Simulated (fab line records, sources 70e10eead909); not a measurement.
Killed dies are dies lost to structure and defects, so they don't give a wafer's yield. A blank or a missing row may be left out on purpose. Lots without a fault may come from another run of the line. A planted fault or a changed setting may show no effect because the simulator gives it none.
Chamber matching | flow nand_harc | NHARC_P_M1_DEP_33 on pecvd-04: 3 sister chambers
The step deposits SiCN, target thk 30 nm. 18 wafers are shown with their chamber, then 9 later ones without.

WAFERS WITH THEIR CHAMBER
wafer  | chamber | heater_power_w (W)
L078.4 | 2       | 573
L078.5 | 0       | 529
L078.6 | 1       | 522
L079.1 | 1       | 592
L079.2 | 0       | 579
L079.4 | 0       | 556
L080.3 | 2       | 634
L080.4 | 2       | 633
L080.6 | 0       | 507
L082.2 | 2       | 619
L082.3 | 0       | 525
L082.4 | 2       | 615
L086.4 | 2       | 585
L086.5 | 1       | 550
L086.6 | 0       | 547
L087.2 | 1       | 587
L087.3 | 0       | 586
L087.4 | 2       | 539

SIGNATURES (means of the wafers above)
reading        | chamber 0 | chamber 1 | chamber 2 | scatter within a chamber
heater_power_w | 547.00    | 562.75    | 599.71    | 32.5
Rule: a wafer's distance from a chamber is the root of the sum, over the readings, of the square of ((its reading less the chamber's mean) divided by the reading's scatter). The wafer belongs to the nearest chamber; if the next one is less than 2 further off, it can't be placed. The scatter: the root of (the sum of the squares of (reading less its chamber's mean) over the shown wafers, divided by (wafers less chambers)).

WAFERS WITHOUT THEIR CHAMBER
wafer  | heater_power_w (W)
L093.3 | 564
L093.4 | 502
L093.5 | 545
L095.4 | 625
L095.5 | 568
L095.6 | 499
L096.1 | 501
L096.3 | 629
L096.6 | 500

WHICH CHAMBER EACH WENT THROUGH
wafer  | from the rows above          | in truth
L093.3 | can't be placed: 1 or 0 or 2 | 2
L093.4 | can't be placed: 0 or 1 or 2 | 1
L093.5 | can't be placed: 0 or 1 or 2 | 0
L095.4 | can't be placed: 2 or 1 or 0 | 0
L095.5 | can't be placed: 1 or 0 or 2 | 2
L095.6 | can't be placed: 0 or 1 or 2 | 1
L096.1 | can't be placed: 0 or 1 or 2 | 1
L096.3 | can't be placed: 2 or 1 or 0 | 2
L096.6 | can't be placed: 0 or 1 or 2 | 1
Placed correctly: 0 of 9. Can't be placed from these rows: 9 (the true chamber is among the candidates in 9). Placed wrongly: 0.
